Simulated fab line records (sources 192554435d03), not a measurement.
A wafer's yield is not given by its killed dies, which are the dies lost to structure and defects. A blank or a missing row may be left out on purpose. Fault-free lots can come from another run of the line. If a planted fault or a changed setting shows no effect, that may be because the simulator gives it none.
The tool behind it: which one? | flow n5_finfet | 12 lots with 36 wafers sampled at 5 steps, on a route of 1938 steps

WHAT THE GAUGES READ, wafer by wafer
N5_HKMG_FIN_INSPECT_28: inspects for defects (darkfield).
lot  | measured     | on                | raw_defect_count
L075 | day 4 12:32  | defect_inspect-01 | 43 37 28
L077 | day 5 02:05  | defect_inspect-02 | 41 32 27
L079 | day 5 16:29  | defect_inspect-01 | 45 42 88
L081 | day 6 05:19  | defect_inspect-01 | 29 25 27
L083 | day 6 14:46  | defect_inspect-02 | 71 32 65
L085 | day 7 04:53  | defect_inspect-01 | 33 34 48
L087 | day 7 15:39  | defect_inspect-01 | 64 58 49
L089 | day 8 03:54  | defect_inspect-02 | 45 13 39
L091 | day 8 15:12  | defect_inspect-01 | 62 33 37
L093 | day 9 05:43  | defect_inspect-01 | 21 39 39
L095 | day 9 14:34  | defect_inspect-02 | 19 30 24
L097 | day 10 08:13 | defect_inspect-01 | 22 17 47

TOOL THAT RAN EACH LOT (tool first, then ch and the chambers of the sampled wafers, then the start)
lot  | N5_HKMG_FIN_DESCUM_53              | N5_HKMG_FIN_STRIP_92               | N5_HKMG_FIN_STRIP_88                 | N5_HKMG_FIN_CMP_94
L075 | rie_diel-06 ch 2,3, day 4 04:53    | rie_diel-06 ch 1,3, day 4 08:35    | plasma_asher-01 ch 0,1, day 4 09:43  | cmp-01 ch 0,2, day 4 12:18
L077 | rie_diel-01 ch 1,2, day 4 18:03    | rie_diel-05 ch 0,1, day 4 22:09    | plasma_asher-02 ch 0,1, day 4 23:16  | cmp-04 ch 0,1,2, day 5 01:55
L079 | rie_diel-01 ch 0,1,2, day 5 08:20  | rie_diel-01 ch 1,2,3, day 5 12:31  | plasma_asher-01 ch 0,1, day 5 13:48  | cmp-01 ch 0,1,2, day 5 16:19
L081 | rie_diel-05 ch 0,3, day 5 20:02    | rie_diel-01 ch 1,2,3, day 6 01:01  | plasma_asher-01 ch 0,1, day 6 02:17  | cmp-04 ch 0,1,2, day 6 05:05
L083 | rie_diel-05 ch 2,3, day 6 06:17    | rie_diel-01 ch 0,1,3, day 6 10:44  | plasma_asher-02 ch 0,1, day 6 11:53  | cmp-01 ch 0,2,3, day 6 14:32
L085 | rie_diel-06 ch 0,1,2, day 6 20:48  | rie_diel-05 ch 0,1,3, day 7 00:39  | plasma_asher-02 ch 0,1, day 7 01:57  | cmp-02 ch 0,2,3, day 7 04:39
L087 | rie_diel-06 ch 1,2, day 7 07:58    | rie_diel-06 ch 2,3, day 7 11:43    | plasma_asher-02 ch 0,1, day 7 12:50  | cmp-01 ch 1,2, day 7 15:25
L089 | rie_diel-06 ch 0,3, day 7 20:00    | rie_diel-06 ch 0,2,3, day 7 23:54  | plasma_asher-02 ch 0,1, day 8 01:05  | cmp-04 ch 0,1, day 8 03:40
L091 | rie_diel-05 ch 1,2, day 8 07:01    | rie_diel-06 ch 2,3, day 8 10:56    | plasma_asher-01 ch 0,1, day 8 12:12  | cmp-02 ch 0,3, day 8 14:59
L093 | rie_diel-05 ch 0,1,2, day 8 20:54  | rie_diel-01 ch 0,1,3, day 9 01:46  | plasma_asher-01 ch 0,1, day 9 02:53  | cmp-02 ch 0,2,3, day 9 05:28
L095 | rie_diel-01 ch 1,3, day 9 06:46    | rie_diel-01 ch 0,2,3, day 9 10:38  | plasma_asher-01 ch 0,1, day 9 11:53  | cmp-02 ch 1,2,3, day 9 14:20
L097 | rie_diel-01 ch 0,1,2, day 10 00:29 | rie_diel-05 ch 1,2,3, day 10 04:17 | plasma_asher-02 ch 0,1, day 10 05:25 | cmp-04 ch 1,2,3, day 10 08:01
- N5_HKMG_FIN_DESCUM_53: chemistry O2, time 7.9 s.
- N5_HKMG_FIN_STRIP_92: strips SOC in N2/H2, time 20 s.
- N5_HKMG_FIN_STRIP_88: strips in N2/H2, time 360 s.
- N5_HKMG_FIN_CMP_94: polishes, stops on SiNx, t overpolish 4.7 s, target thk 43.299 nm.

THE ANSWER, worked out from the rows above alone
Rule: the usual values come from the lots themselves. The widest of any qualifying gaps counts: lots, ordered by their means at a reading, are off when they make up no more than a third of the lots, leave a main group of 4 or more, and stand apart from it by 3 or more times the standard deviation of that group's means. Not used: any main group whose means are identical at the precision the tables above print for the reading. A lot without any number at a reading at which 4 lots or more have one is off too. The other lots that the step has rows for count as sound.
Nothing can be told from this: no lot is off at any reading shown.

WHAT HAD BEEN PUT IN BY THE SIMULATOR
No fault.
